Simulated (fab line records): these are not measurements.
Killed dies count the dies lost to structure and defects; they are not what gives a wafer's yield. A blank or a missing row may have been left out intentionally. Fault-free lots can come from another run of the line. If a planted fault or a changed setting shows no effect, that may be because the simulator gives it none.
fab line records    flow n5-finfet
record lots=7  wafers=21
route steps=1938 shown BEOL_M11@1543 BEOL_M12@1602 BEOL_M13@1659
start-h: hours from the record's first day to the start of the lot's first wafer shown    wait-h: hours elapsed since this lot's preceding step    " as in the row above    L1.1+2: several wafers, shown together as one row    - either no value or no given start    * or withheld: withheld    < > ~ a bound
route shown NAME@n: NAME is a module with steps in the file, n the number in the route of the first one    usual: the fault-free wafers' mean and standard deviation    same: alike in all rows    chamber/n: place in a boat    sites: the reading at each site    _std_site: standard deviation across them    _edge_site: outer sites' mean less inner sites'    radius-mm: for every site, how far away it sits from the centre of the wafer    mask NAME#n: copy n    behind: the most recent tool/chamber to have shaped the wafer    hold: reason for holding the lot/hours on hold/outcome of the hold    device: which transistor (n, p or np) failed to switch    end of line: the same wafers' tests at the end of the route    step lacking rows: just its recipe    killed: not the wafer's yield, but the dies lost to structure and defects at the first sort    map: dies across one wafer; x = killed, . = not, _ = none there
set.NAME: the run value of the setting; set.NAME@STEP: its run value at that earlier step    model.NAME: the simulator's own value behind a step, which no gauge read
lots where settings were altered on purpose, with a table for each step and a row for each wafer
## steps
# step N5_BEOL_M11_COAT_05
# recipe resist=CAR-ArF  spin-rpm=1500  resist-thk-nm=90
lot.wafer  tool            chamber  start-h  wait-h  set.spin-rpm  model.CAR-ArF_of_BEOL_M11_COAT_05.thk-nm
L075.1     litho-track-01  0        -        -       1500          90
L075.3     "               0        "        "       1500          89.8
L075.4     "               0        "        "       1500          90.4
L077.2     litho-track-05  0        -        -       1663          85.6
L077.3     "               0        "        "       1500          90.4
L077.6     "               0        "        "       1663          85.8
L078.2     litho-track-05  0        -        -       1500          90
L078.4     "               0        "        "       1453          91.6
L078.5     "               0        "        "       1500          89.8
L082.2     litho-track-04  0        -        -       1500          89.8
L082.4     "               0        "        "       1500          90
L082.6     "               0        "        "       1639          85.8
L084.1     litho-track-04  0        -        -       1500          90
L084.3+6   "               0        "        "       1365          94.2
L091.1+3   litho-track-05  0        -        -       1500          90
L091.2     "               0        "        "       1500          90.2
L095.3     litho-track-04  0        -        -       1500          89.6
L095.5     "               0        "        "       1500          90
L095.6     "               0        "        "       1500          90.2
# step N5_BEOL_M11_EBR_07
# recipe solvent=PGMEA  ebr-width-mm=1.5
# step N5_BEOL_M11_SOFTBAKE_06
# recipe temp-c=110  time-s=60  resist=CAR-ArF
# step N5_BEOL_M11_DESCUM_16
# recipe chemistry=O2  time-s=7.9  source-power-w=50  bias-power-w=20  pressure-mtorr=20  rf-frequency-hz=2.712e+07  temp-c=40  resist=CAR-ArF  o2-flow-sccm=225
# step N5_BEOL_M11_ETCH_61
# recipe chemistry=CF4  target=SiARC  target-depth-a=390  mask-material=CAR-ArF  time-s=65  ion-energy-ev=80  pressure-mtorr=40  source-w=545  bias-w=36  Ar_flow_sccm=100  cf4-flow-sccm=100  ends=cleared
lot.wafer  tool         chamber  start-h  wait-h  set.spin-rpm@BEOL_M11_COAT_05  model.CAR-ArF_of_BEOL_M11_COAT_05.thk-nm
L075.1+3   rie-diel-03  3,2      223.14   0.0     1500                           55.2
L075.4     "            1        "        "       1500                           55.8
L077.2     rie-diel-02  2        240.51   0.0     1663                           51
L077.3     "            3        "        "       1500                           56
L077.6     "            1        "        "       1663                           51.4
L078.2     rie-diel-02  2        241.10   0.0     1500                           55.4
L078.4     "            3        "        "       1453                           57
L078.5     "            3        "        "       1500                           55.2
L082.2     rie-diel-01  2        277.07   0.0     1500                           55.4
L082.4     "            3        "        "       1500                           55.8
L082.6     "            2        "        "       1639                           51.6
L084.1     rie-diel-03  2        287.20   0.0     1500                           55.4
L084.3     "            3        "        "       1365                           59.8
L084.6     "            0        "        "       1365                           60
L091.1+3   rie-diel-02  1,2      323.15   0.0     1500                           55.6
L091.2     "            3        "        "       1500                           55.8
L095.3     rie-diel-02  3        349.57   0.0     1500                           55.2
L095.5+6   "            3,0      "        "       1500                           55.6
# step N5_BEOL_M11_ETCH_62
# recipe chemistry=N2/H2  target=SOC  target-depth-a=1100  overetch-a=220  mask-material=SiARC  temp-c=40  time-s=165  ion-energy-ev=200  pressure-mtorr=30  source-w=840  bias-w=150  n2-flow-sccm=200  h2-flow-sccm=200
lot.wafer  tool         chamber  start-h  wait-h  set.time-s  model.SiARC_of_BEOL_M11_COAT_60.thk-nm
L075.1     rie-diel-03  3        223.19   0.0     165         23.6
L075.3     "            2        "        "       165         23.2
L075.4     "            1        "        "       135.8       24.8
L077.2     rie-diel-02  2        240.56   0.0     165         23.2
L077.3     "            3        "        "       165         23.4
L077.6     "            1        "        "       145.5       24.2
L078.2     rie-diel-02  2        241.15   0.0     140.7       24.2
L078.4     "            3        "        "       140.7       24.6
L078.5     "            3        "        "       165         23.6
L082.2+6   rie-diel-01  2        277.12   0.0     165         23
L082.4     "            3        "        "       165         24
L084.1     rie-diel-03  2        287.25   0.0     143.9       24
L084.3     "            3        "        "       143.9       24.2
L084.6     "            0        "        "       165         23.6
L091.1+3   rie-diel-02  1,2      323.20   0.0     165         23.4
L091.2     "            3        "        "       133.1       24.8
L095.3+5   rie-diel-02  3        349.62   0.0     165         23.6
L095.6     "            0        "        "       165         23.8
# step N5_BEOL_M12_ILD_DEP_00
# recipe material=SiOC  target-thk-a=6589.2  temp-c=350  precursor=DEMS/O2  pressure-torr=5  rf-w=500  time-s=130.7
lot.wafer  tool      chamber  start-h  wait-h  set.time-s  model.SiOC_of_BEOL_M12_ILD_DEP_00.thk-nm
L075.1     pecvd-01  1        228.83   0.0     146.2       741
L075.3     "         1        "        "       130.7       669.4
L075.4     "         1        "        "       130.7       666
L077.2     pecvd-03  1        245.05   0.0     124         629.2
L077.3     "         2        "        "       124         625.8
L077.6     "         0        "        "       124         633.6
L078.2     pecvd-03  1        248.22   0.0     130.7       646
L078.4     "         2        "        "       130.7       660
L078.5     "         1        "        "       130.7       651.2
L082.2     pecvd-01  0        282.21   0.0     119.1       580.6
L082.4     "         0        "        "       119.1       592.6
L082.6     "         1        "        "       130.7       672
L084.1     pecvd-04  2        292.96   0.0     144.5       712
L084.3     "         0        "        "       130.7       652.2
L084.6     "         1        "        "       130.7       660.4
L091.1     pecvd-03  0        327.57   0.0     130.7       656.2
L091.2     "         1        "        "       130.7       647
L091.3     "         2        "        "       115.5       575.4
L095.3     pecvd-01  1        353.47   0.0     130.7       667.2
L095.5     "         1        "        "       130.7       681.2
L095.6     "         2        "        "       130.7       666.4
# step N5_BEOL_M12_THK_MEAS_01
# recipe reads=SiOC_of_BEOL_M12_ILD_DEP_00
# usual M12_ILD_THK=656/9.6
lot.wafer  tool           chamber  start-h  wait-h  set.time-s@BEOL_M12_ILD_DEP_00  M12_ILD_THK[nm]
L075.1     film-metro-01  -        229.16   0.3     146.2                           741
L075.3     "              -        "        "       130.7                           669
L075.4     "              -        "        "       130.7                           666
L077.2     film-metro-02  -        245.18   0.1     124                             629
L077.3     "              -        "        "       124                             626
L077.6     "              -        "        "       124                             634
L078.2     film-metro-02  -        248.35   0.1     130.7                           646
L078.4     "              -        "        "       130.7                           660
L078.5     "              -        "        "       130.7                           651
L082.2     film-metro-01  -        282.34   0.1     119.1                           581
L082.4     "              -        "        "       119.1                           592
L082.6     "              -        "        "       130.7                           672
L084.1     film-metro-02  -        293.09   0.1     144.5                           712
L084.3     "              -        "        "       130.7                           653
L084.6     "              -        "        "       130.7                           660
L091.1     film-metro-02  -        327.70   0.1     130.7                           656
L091.2     "              -        "        "       130.7                           647
L091.3     "              -        "        "       115.5                           575
L095.3     film-metro-01  -        353.61   0.1     130.7                           667
L095.5     "              -        "        "       130.7                           681
L095.6     "              -        "        "       130.7                           666
# step N5_BEOL_M12_COAT_58
# recipe resist=BARC  temp-c=205  time-s=60  spin-rpm=1500  resist-thk-nm=89
# step N5_BEOL_M12_COAT_04
# recipe spin-rpm=1625  resist-thk-nm=400
# step N5_BEOL_M12_DESCUM_15
# recipe chemistry=O2  time-s=7.9  source-power-w=50  bias-power-w=20  pressure-mtorr=20  rf-frequency-hz=2.712e+07  temp-c=40  o2-flow-sccm=225
# step N5_BEOL_M12_ETCH_59
# recipe chemistry=N2/H2  target=BARC  target-depth-a=890  overetch-a=267  time-s=67.9  ion-energy-ev=200  pressure-mtorr=30  source-w=840  bias-w=150  n2-flow-sccm=200  h2-flow-sccm=200
# step N5_BEOL_M12_VIA_ETCH_16
# recipe chemistry=C4F8/O2/Ar  target=SiOC  pressure-mtorr=30  source-w=3000  bias-w=700  Ar_flow_sccm=400  C4F8_flow_sccm=15  O2_flow_sccm=8  he-inner-torr=15  he-outer-torr=30  target-depth-a=7248  time-s=withheld  ion-energy-ev=250  ends=cleared
lot.wafer  tool         chamber  start-h  wait-h  set.time-s@BEOL_M12_ILD_DEP_00  model.etch.depth-nm  model.coat_of_BEOL_M12_COAT_04.thk-nm
L075.1     rie-diel-05  1        229.64   0.0     *                               741.1                99.2
L075.3     "            3        "        "       *                               669.3                120.6
L075.4     "            0        "        "       *                               666.1                123
L077.2     rie-diel-04  0        249.20   0.0     *                               629.2                127
L077.3     "            3        "        "       *                               625.9                133.4
L077.6     "            0        "        "       *                               633.7                126
L078.2     rie-diel-04  0        250.63   0.0     *                               646                  122.6
L078.4     "            3        "        "       *                               660                  122.8
L078.5     "            2        "        "       *                               651.3                128.4
L082.2     rie-diel-05  3        282.82   0.0     *                               580.7                143.4
L082.4     "            0        "        "       *                               592.5                143
L082.6     "            3        "        "       *                               671.9                117.8
L084.1     rie-diel-05  0        293.57   0.0     *                               712                  109
L084.3     "            3        "        "       *                               652.3                124.4
L084.6     "            2        "        "       *                               660.5                122.4
L091.1     rie-diel-04  0        328.30   0.0     *                               656.2                121.8
L091.2     "            3        "        "       *                               647                  127.8
L091.3     "            2        "        "       *                               575.5                151.8
L095.3     rie-diel-04  3        354.14   0.0     *                               667.2                121.4
L095.5     "            2        "        "       *                               681.2                121.4
L095.6     "            3        "        "       *                               666.4                123
# step N5_BEOL_M12_STRIP_63
# recipe chemistry=N2/H2  power-w=1000  temp-c=250  h2-frac=0.65  overash-fraction=0.3  pressure-mtorr=1000  n2-flow-sccm=1750  h2-flow-sccm=3250
# usual strip-time-to-endpoint-s=42.8/1.1
lot.wafer  tool             chamber  start-h  wait-h  set.time-s@BEOL_M12_ILD_DEP_00  strip-time-to-endpoint-s
L075.1     plasma-asher-01  1        229.84   -       146.2                           36.0
L075.3     "                1        "        "       130.7                           41.8
L075.4     "                0        "        "       130.7                           42.5
L077.2     plasma-asher-01  1        249.40   -       124                             43.6
L077.3     "                1        "        "       124                             45.3
L077.6     "                0        "        "       124                             43.3
L078.2     plasma-asher-01  1        250.83   -       130.7                           42.4
L078.4     "                0        "        "       130.7                           42.5
L078.5     "                0        "        "       130.7                           43.9
L082.2     plasma-asher-02  1        283.21   -       119.1                           47.9
L082.4     "                1        "        "       119.1                           47.8
L082.6     "                1        "        "       130.7                           41.1
L084.1     plasma-asher-01  0        293.77   -       144.5                           38.7
L084.3     "                0        "        "       130.7                           42.9
L084.6     "                1        "        "       130.7                           42.3
L091.1     plasma-asher-01  0        328.50   -       130.7                           42.1
L091.2     "                1        "        "       130.7                           43.8
L091.3     "                0        "        "       115.5                           50.1
L095.3     plasma-asher-01  0        354.36   -       130.7                           42.0
L095.5     "                0        "        "       130.7                           42.1
L095.6     "                1        "        "       130.7                           42.5
# step N5_BEOL_M12_STRIP_64
# recipe chemistry=N2/H2  power-w=1000  temp-c=250  h2-frac=0.65  overash-fraction=0.3  pressure-mtorr=withheld  n2-flow-sccm=1750  h2-flow-sccm=3250
# step N5_BEOL_M12_STRIP_71
# recipe chemistry=post-etch-residue-remover  time-s=60  temp-c=25  remover-ph=withheld  remover-water-wt-pct=withheld  remover-fluoride-wt-pct=withheld
lot.wafer  tool          chamber  start-h  wait-h  set.time-s@BEOL_M12_ILD_DEP_00  model.SiOC_of_BEOL_M12_ILD_DEP_00.thk-nm
L075.1     wet-bench-02  7        229.99   0.1     146.2                           740.8
L075.3     "             6        "        "       130.7                           669
L075.4     "             4        "        "       130.7                           665.8
L077.2     wet-bench-04  2        249.55   0.1     124                             629
L077.3     "             3        "        "       124                             625.6
L077.6     "             1        "        "       124                             633.4
L078.2     wet-bench-01  0        250.97   0.1     130.7                           645.6
L078.4     "             6        "        "       130.7                           659.6
L078.5     "             4        "        "       130.7                           651
L082.2     wet-bench-04  1        283.36   0.1     119.1                           580.4
L082.4     "             3        "        "       119.1                           592.2
L082.6     "             4        "        "       130.7                           671.6
L084.1     wet-bench-02  0        293.92   0.1     144.5                           711.6
L084.3     "             3        "        "       130.7                           652
L084.6     "             1        "        "       130.7                           660.2
L091.1     wet-bench-01  5        328.65   0.1     130.7                           655.8
L091.2     "             1        "        "       130.7                           646.6
L091.3     "             6        "        "       115.5                           575.2
L095.3     wet-bench-01  1        354.49   0.0     130.7                           666.8
L095.5     "             4        "        "       130.7                           680.8
L095.6     "             2        "        "       130.7                           666
# step N5_BEOL_M13_ILD_DEP_00
# recipe material=SiOC  target-thk-a=8379.2  temp-c=350  precursor=DEMS/O2  pressure-torr=5  rf-w=500  time-s=166.4
lot.wafer  tool      chamber  start-h  wait-h  set.time-s  model.SiOC_of_BEOL_M13_ILD_DEP_00.thk-nm
L075.1     pecvd-01  1        234.32   0.0     145.8       739.8
L075.3     "         1        "        "       166.4       842.6
L075.4     "         1        "        "       145.8       738.4
L077.2     pecvd-02  1        253.31   0.0     166.4       843.8
L077.3     "         0        "        "       166.4       836.8
L077.6     "         1        "        "       166.4       867.2
L078.2     pecvd-04  0        260.64   0.0     180.3       905.6
L078.4     "         1        "        "       166.4       841.2
L078.5     "         0        "        "       166.4       849.8
L082.2     pecvd-02  2        289.05   0.0     166.4       831.2
L082.4     "         1        "        "       166.4       850.8
L082.6     "         0        "        "       166.4       848.4
L084.1     pecvd-04  0        297.64   0.0     166.4       830.4
L084.3     "         2        "        "       166.4       849.4
L084.6     "         1        "        "       166.4       857.2
L091.1     pecvd-02  2        332.30   0.0     166.4       820.2
L091.2     "         1        "        "       166.4       838
L091.3     "         0        "        "       166.4       824
L095.3     pecvd-01  1        357.88   0.0     166.4       818.4
L095.5     "         1        "        "       166.4       845.2
L095.6     "         0        "        "       166.4       832.4
# step N5_BEOL_M13_THK_MEAS_01
# recipe reads=SiOC_of_BEOL_M13_ILD_DEP_00
# usual M13_ILD_THK=841/12
lot.wafer  tool           chamber  start-h  wait-h  set.time-s@BEOL_M13_ILD_DEP_00  M13_ILD_THK[nm]
L075.1     film-metro-01  -        234.70   0.3     145.8                           740
L075.3     "              -        "        "       166.4                           844
L075.4     "              -        "        "       145.8                           739
L077.2     film-metro-01  -        253.46   0.1     166.4                           844
L077.3     "              -        "        "       166.4                           837
L077.6     "              -        "        "       166.4                           867
L078.2     film-metro-02  -        260.79   0.1     180.3                           906
L078.4     "              -        "        "       166.4                           841
L078.5     "              -        "        "       166.4                           850
L082.2     film-metro-01  -        289.20   0.1     166.4                           831
L082.4     "              -        "        "       166.4                           851
L082.6     "              -        "        "       166.4                           848
L084.1     film-metro-01  -        297.79   0.1     166.4                           830
L084.3     "              -        "        "       166.4                           850
L084.6     "              -        "        "       166.4                           857
L091.1     film-metro-01  -        332.45   0.1     166.4                           820
L091.2     "              -        "        "       166.4                           838
L091.3     "              -        "        "       166.4                           824
L095.3     film-metro-01  -        358.03   0.1     166.4                           819
L095.5     "              -        "        "       166.4                           846
L095.6     "              -        "        "       166.4                           832
# step N5_BEOL_M13_COAT_58
# recipe resist=BARC  temp-c=205  time-s=60  spin-rpm=1500  resist-thk-nm=89
# step N5_BEOL_M13_COAT_04
# recipe spin-rpm=1625  resist-thk-nm=400
# step N5_BEOL_M13_DESCUM_15
# recipe chemistry=O2  time-s=7.9  source-power-w=50  bias-power-w=20  pressure-mtorr=20  rf-frequency-hz=2.712e+07  temp-c=40  o2-flow-sccm=225
# step N5_BEOL_M13_ETCH_59
# recipe chemistry=N2/H2  target=BARC  target-depth-a=890  overetch-a=267  time-s=67.9  ion-energy-ev=200  pressure-mtorr=30  source-w=840  bias-w=150  n2-flow-sccm=200  h2-flow-sccm=200
# step N5_BEOL_M13_VIA_ETCH_16
# recipe chemistry=C4F8/O2/Ar  target=SiOC  pressure-mtorr=30  source-w=3000  bias-w=700  Ar_flow_sccm=400  C4F8_flow_sccm=15  O2_flow_sccm=8  he-inner-torr=15  he-outer-torr=30  target-depth-a=9217  time-s=withheld  ion-energy-ev=250  ends=cleared
lot.wafer  tool         chamber  start-h  wait-h  set.time-s@BEOL_M13_ILD_DEP_00  model.etch.depth-nm
L075.1     rie-diel-01  2        235.36   0.0     *                               739.7
L075.3     "            1        "        "       *                               842.6
L075.4     "            3        "        "       *                               738.3
L077.2     rie-diel-03  2        254.06   0.0     *                               843.8
L077.3     "            0        "        "       *                               836.8
L077.6     "            2        "        "       *                               867.2
L078.2     rie-diel-03  0        261.27   0.0     *                               905.7
L078.4     "            3        "        "       *                               841.1
L078.5     "            3        "        "       *                               849.8
L082.2     rie-diel-01  1        290.13   0.0     *                               831.2
L082.4     "            2        "        "       *                               850.8
L082.6     "            1        "        "       *                               848.5
L084.1     rie-diel-03  0        298.27   0.0     *                               830.5
L084.3     "            3        "        "       *                               849.4
L084.6     "            1        "        "       *                               857.1
L091.1     rie-diel-03  0        332.94   0.0     *                               820.2
L091.2     "            1        "        "       *                               838.1
L091.3     "            3        "        "       *                               824.1
L095.3     rie-diel-02  2        358.83   0.0     *                               818.4
L095.5     "            1        "        "       *                               845.3
L095.6     "            3        "        "       *                               832.4
# step N5_BEOL_M13_TRENCH_ETCH_34
# recipe chemistry=C4F8/O2/Ar  target=SiOC  target-depth-a=4134.7  mask-material=SOC  pressure-mtorr=30  source-w=3000  bias-w=700  Ar_flow_sccm=400  C4F8_flow_sccm=15  O2_flow_sccm=8  he-inner-torr=15  he-outer-torr=30  time-s=162.6  ion-energy-ev=250
lot.wafer  tool         chamber  start-h  wait-h  set.time-s  model.etch.depth-nm
L075.1     rie-diel-01  3        237.65   0.0     162.6       406.1
L075.3     "            2        "        "       162.6       405.6
L075.4     "            1        "        "       198.7       503.3
L077.2     rie-diel-01  3        255.45   0.0     162.6       401.9
L077.3     "            1        "        "       162.6       414.6
L077.6     "            2        "        "       162.6       405.6
L078.2     rie-diel-01  2        262.53   0.0     173.9       432.2
L078.4     "            3        "        "       162.6       402.1
L078.5     "            2        "        "       162.6       401.8
L082.2     rie-diel-01  3        291.51   0.0     162.6       402.3
L082.4     "            2        "        "       188.1       470.8
L082.6     "            1        "        "       162.6       411.3
L084.1     rie-diel-01  2        299.65   0.0     162.6       406.8
L084.3     "            3        "        "       162.6       404.1
L084.6     "            1        "        "       162.6       412.6
L091.1     rie-diel-03  3        334.20   0.0     162.6       409.2
L091.2     "            0        "        "       162.6       404.2
L091.3     "            1        "        "       162.6       402.6
L095.3     rie-diel-03  1        360.13   0.0     162.6       406.9
L095.5     "            1        "        "       162.6       412
L095.6     "            2        "        "       162.6       411.9
# step N5_BEOL_M13_STRIP_70
# recipe chemistry=C4F8/O2/Ar  resist=SiARC  rf-frequency-hz=6e+07
# step N5_BEOL_M13_OCD_MEAS_35
# usual trench-depth-nm=409/6
lot.wafer  tool    chamber  start-h  wait-h  set.time-s@BEOL_M13_TRENCH_ETCH_34  trench-depth-nm
L075.1     ocd-02  -        237.82   0.0     162.6                               406
L075.3     "       -        "        "       162.6                               406
L075.4     "       -        "        "       198.7                               503
L077.2     ocd-02  -        255.63   0.0     162.6                               402
L077.3     "       -        "        "       162.6                               415
L077.6     "       -        "        "       162.6                               405
L078.2     ocd-02  -        262.71   0.0     173.9                               432
L078.4     "       -        "        "       162.6                               403
L078.5     "       -        "        "       162.6                               401
L082.2     ocd-02  -        291.69   0.0     162.6                               403
L082.4     "       -        "        "       188.1                               471
L082.6     "       -        "        "       162.6                               411
L084.1     ocd-02  -        299.83   0.0     162.6                               406
L084.3     "       -        "        "       162.6                               404
L084.6     "       -        "        "       162.6                               412
L091.1     ocd-02  -        334.38   0.0     162.6                               409
L091.2     "       -        "        "       162.6                               404
L091.3     "       -        "        "       162.6                               403
L095.3     ocd-02  -        360.31   0.0     162.6                               406
L095.5     "       -        "        "       162.6                               412
L095.6     "       -        "        "       162.6                               412
# step N5_BEOL_M13_STRIP_37
# recipe chemistry=N2/H2  power-w=1000  temp-c=250  h2-frac=0.65  overash-fraction=0.3  pressure-mtorr=withheld  n2-flow-sccm=1750  h2-flow-sccm=3250
# step N5_BEOL_M13_ETCH_38
# recipe chemistry=CF4/N2  target=SiCN  target-depth-a=675  taper-deg=2  time-s=71.9  ion-energy-ev=150  mask-material=SiO2  pressure-mtorr=40  source-w=430  bias-w=70  Ar_flow_sccm=100  cf4-flow-sccm=60  n2-flow-sccm=60
lot.wafer  tool         chamber  start-h  wait-h  set.time-s@BEOL_M13_ILD_DEP_00  model.SiOC_of_BEOL_M13_ILD_DEP_00.thk-nm
L075.1     rie-diel-01  2        240.92   -       145.8                           690
L075.3     "            3        "        "       166.4                           798.8
L075.4     "            3        "        "       145.8                           694.2
L077.2     rie-diel-01  3        259.51   -       166.4                           800.2
L077.3     "            2        "        "       166.4                           787.6
L077.6     "            0        "        "       166.4                           817.4
L078.2     rie-diel-03  1        262.89   -       180.3                           857.6
L078.4     "            3        "        "       166.4                           791.2
L078.5     "            0        "        "       166.4                           803.8
L082.2     rie-diel-02  1        291.91   -       166.4                           782.2
L082.4     "            2        "        "       166.4                           801
L082.6     "            0        "        "       166.4                           802.2
L084.1     rie-diel-03  2        300.37   -       166.4                           779.6
L084.3     "            0        "        "       166.4                           803
L084.6     "            1        "        "       166.4                           809.2
L091.1     rie-diel-01  0        342.43   -       166.4                           767.6
L091.2     "            1        "        "       166.4                           789.6
L091.3     "            3        "        "       166.4                           780.6
L095.3     rie-diel-01  3        364.06   -       166.4                           774.2
L095.5     "            0        "        "       166.4                           793.2
L095.6     "            3        "        "       166.4                           788.6
## key
split step=N5_BEOL_M11_COAT_05  setting=spin-rpm  stated=1500  by=wafer
response step=N5_BEOL_M11_COAT_05  reading=model.CAR-ArF_of_BEOL_M11_COAT_05.thk-nm  change=-0.448  per=1%  r=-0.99
response step=N5_BEOL_M11_ETCH_61  reading=model.CAR-ArF_of_BEOL_M11_COAT_05.thk-nm  change=-0.458  per=1%  r=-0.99
split step=N5_BEOL_M11_ETCH_62  setting=time-s  stated=165  by=wafer
response step=N5_BEOL_M11_ETCH_62  reading=model.SiARC_of_BEOL_M11_COAT_60.thk-nm  change=-0.0668  per=1%  r=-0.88
split step=N5_BEOL_M12_ILD_DEP_00  setting=time-s  stated=130.7  by=wafer
response step=N5_BEOL_M12_ILD_DEP_00  reading=model.SiOC_of_BEOL_M12_ILD_DEP_00.thk-nm  change=+6.65  per=1%  r=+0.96
response step=N5_BEOL_M12_THK_MEAS_01  reading=M12_ILD_THK  change=+6.68  per=1%  r=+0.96
response step=N5_BEOL_M12_VIA_ETCH_16  reading=model.etch.depth-nm  change=+6.65  per=1%  r=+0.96
response step=N5_BEOL_M12_VIA_ETCH_16  reading=model.coat_of_BEOL_M12_COAT_04.thk-nm  change=-2.06  per=1%  r=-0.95
response step=N5_BEOL_M12_STRIP_63  reading=strip-time-to-endpoint-s  change=*  per=1%  r=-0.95
response step=N5_BEOL_M12_STRIP_71  reading=model.SiOC_of_BEOL_M12_ILD_DEP_00.thk-nm  change=+6.64  per=1%  r=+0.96
split step=N5_BEOL_M13_ILD_DEP_00  setting=time-s  stated=166.4  by=wafer
response step=N5_BEOL_M13_ILD_DEP_00  reading=model.SiOC_of_BEOL_M13_ILD_DEP_00.thk-nm  change=+8  per=1%  r=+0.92
response step=N5_BEOL_M13_THK_MEAS_01  reading=M13_ILD_THK  change=+8.08  per=1%  r=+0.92
response step=N5_BEOL_M13_VIA_ETCH_16  reading=model.etch.depth-nm  change=+8  per=1%  r=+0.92
response step=N5_BEOL_M13_ETCH_38  reading=model.SiOC_of_BEOL_M13_ILD_DEP_00.thk-nm  change=+8.17  per=1%  r=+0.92
split step=N5_BEOL_M13_TRENCH_ETCH_34  setting=time-s  stated=162.6  by=wafer
response step=N5_BEOL_M13_TRENCH_ETCH_34  reading=model.etch.depth-nm  change=+4.29  per=1%  r=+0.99
response step=N5_BEOL_M13_OCD_MEAS_35  reading=trench-depth-nm  change=+4.29  per=1%  r=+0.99
